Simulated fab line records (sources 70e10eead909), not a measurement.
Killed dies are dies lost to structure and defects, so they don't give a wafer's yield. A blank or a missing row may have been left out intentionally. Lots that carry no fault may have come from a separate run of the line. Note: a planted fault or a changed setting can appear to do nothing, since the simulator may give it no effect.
What tool caused it? ; flow nand-harc ; 36 wafers sampled from 12 lots at 1 step of a route of 1302

WHAT THE GAUGES SHOWED, per wafer
NHARC_P_M1_CD_MEAS_09: target cd 130 nm.
lot;measured;on;cd-nm (nm)
L075;day 6 19:56;cd-sem-01;129.3 129.8 129.6
L077;day 7 12:44;cd-sem-01;130.3 130.2 130.4
L079;day 8 10:14;cd-sem-02;129.6 129.2 130.0
L081;day 9 08:06;cd-sem-03;128.9 129.6 130.1
L083;day 9 22:36;cd-sem-01;129.7 130.3 129.3
L085;day 11 00:59;cd-sem-01;129.7 129.2 129.4
L087;day 12 04:04;cd-sem-02;129.6 130.2 130.1
L088;day 12 05:23;cd-sem-02;128.8 129.1 129.3
L091;day 13 03:26;cd-sem-02;129.3 129.4 130.1
L093;day 14 00:24;cd-sem-01;129.2 129.0 130.0
L095;day 14 21:43;cd-sem-01;129.9 130.1 130.2
L097;day 15 21:06;cd-sem-03;129.9 129.9 129.9

EACH LOT AND THE TOOL THAT RAN IT (in order: tool; ch and the chambers of the sampled wafers; start)
There is no process step in the record ahead of these readings.

THE ANSWER, worked out from the rows above alone
Rule: usual is defined by the lots themselves. The widest of any qualifying gaps counts: lots, ordered by their means at a reading, are off when they make up no more than a third of the lots, leave a main group of 4 or more, and stand apart from it by 3 or more times the standard deviation of that group's means. A main group is skipped when, at the precision printed for the reading in the tables above, its means are all equal. Also off: a lot with no number at a reading for which 4 or more lots have one. Where the step has rows for the other lots, those lots are counted as sound.
None of the lots is off at any reading shown; this tells nothing.

WHAT THE SIMULATOR HAD PUT IN
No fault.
